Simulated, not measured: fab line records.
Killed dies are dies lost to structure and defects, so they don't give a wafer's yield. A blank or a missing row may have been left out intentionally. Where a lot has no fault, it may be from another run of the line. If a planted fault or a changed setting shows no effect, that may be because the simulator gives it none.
Which tool is to blame? :: flow n5_finfet :: Sampling: 9 lots, 27 wafers, 3 of 1938 route steps

## WHAT EACH GAUGE READ, for each wafer
N5_BEOL_M0_SAQP_INSPECT_16: inspects for defects (brightfield).
lot: L990
measured: day 6 20:18
on: defect_inspect-01
raw_defect_count: 555 461 485

lot: L993
measured: day 7 11:20
on: defect_inspect-01
raw_defect_count: 798 553 438

lot: L996
measured: day 8 05:36
on: defect_inspect-02
raw_defect_count: 571 436 532

lot: L997
measured: day 8 16:43
on: defect_inspect-01
raw_defect_count: 1252 1213 1264

lot: L998
measured: day 8 21:02
on: defect_inspect-01
raw_defect_count: 1606 1611 1342

lot: L100
measured: day 9 05:36
on: defect_inspect-01
raw_defect_count: 342 602 737

lot: L103
measured: day 10 01:50
on: defect_inspect-01
raw_defect_count: 577 642 530

lot: L107
measured: day 10 20:47
on: defect_inspect-02
raw_defect_count: 602 506 677

lot: L108
measured: day 11 03:20
on: defect_inspect-01
raw_defect_count: 353 369 519

## TOOL THAT RAN EACH LOT (tool first, then ch and the chambers of the sampled wafers, then the start)
lot: L990
N5_BEOL_M0_SAQP_PECVD_03: pecvd-01 ch 0,1,2, day 6 19:33
N5_BEOL_M0_SAQP_HM_DEP_111: pecvd-04 ch 0,1, day 6 19:48

lot: L993
N5_BEOL_M0_SAQP_PECVD_03: pecvd-04 ch 0,1, day 7 10:43
N5_BEOL_M0_SAQP_HM_DEP_111: pecvd-03 ch 0,2, day 7 10:58

lot: L996
N5_BEOL_M0_SAQP_PECVD_03: pecvd-03 ch 1,2, day 8 04:59
N5_BEOL_M0_SAQP_HM_DEP_111: pecvd-03 ch 1,2, day 8 05:14

lot: L997
N5_BEOL_M0_SAQP_PECVD_03: pecvd-04 ch 0,1,2, day 8 15:58
N5_BEOL_M0_SAQP_HM_DEP_111: pecvd-03 ch 1,2, day 8 16:13

lot: L998
N5_BEOL_M0_SAQP_PECVD_03: pecvd-01 ch 0,1,2, day 8 20:25
N5_BEOL_M0_SAQP_HM_DEP_111: pecvd-03 ch 0,1,2, day 8 20:41

lot: L100
N5_BEOL_M0_SAQP_PECVD_03: pecvd-01 ch 0, day 9 04:53
N5_BEOL_M0_SAQP_HM_DEP_111: pecvd-04 ch 0,1,2, day 9 05:14

lot: L103
N5_BEOL_M0_SAQP_PECVD_03: pecvd-03 ch 0, day 10 00:44
N5_BEOL_M0_SAQP_HM_DEP_111: pecvd-01 ch 0,2, day 10 01:20

lot: L107
N5_BEOL_M0_SAQP_PECVD_03: pecvd-04 ch 0,1,2, day 10 20:04
N5_BEOL_M0_SAQP_HM_DEP_111: pecvd-01 ch 0, day 10 20:20

lot: L108
N5_BEOL_M0_SAQP_PECVD_03: pecvd-01 ch 1,2, day 11 02:41
N5_BEOL_M0_SAQP_HM_DEP_111: pecvd-04 ch 1,2, day 11 02:56
- N5_BEOL_M0_SAQP_PECVD_03: deposits SiCN from 3MS/NH3, target thk 12 nm, time 21.1 s.
- N5_BEOL_M0_SAQP_HM_DEP_111: deposits SiO2 from SiH4/N2O, target thk 12 nm, time 7.2 s.

## THE ANSWER, worked out from the rows above alone
Rule: usual is defined by the lots themselves. The widest of any qualifying gaps counts: lots, ordered by their means at a reading, are off when they make up no more than a third of the lots, leave a main group of 4 or more, and stand apart from it by 3 or more times the standard deviation of that group's means. The tables above print the reading to a certain number of digits; a main group whose means all agree to those digits is not used. Also off: a lot with no number at a reading for which 4 or more lots have one. Where the step has rows for the other lots, those lots are counted as sound.
Off, at N5_BEOL_M0_SAQP_INSPECT_16 on raw_defect_count: L997, L998. For the main group the mean is 537 and the standard deviation 62.
A tool fits if, at a process step before that reading, it ran every lot that is off, and no sound lot after the first of them. Those tools and the gauges at N5_BEOL_M0_SAQP_INSPECT_16 are tried in the same way. One fits: N5_BEOL_M0_SAQP_HM_DEP_111 on pecvd-03. A fault onset in the window from L996 (day 8 05:14, its last sound lot) to L997 (day 8 16:13, its first lot off) fits.

## WHAT THE SIMULATOR HAD PUT IN
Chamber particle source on pecvd-03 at N5_BEOL_M0_SAQP_HM_DEP_111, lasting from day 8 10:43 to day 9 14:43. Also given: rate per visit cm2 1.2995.
Lots struck among those shown: L997, L998. This agrees with what the rule above found.
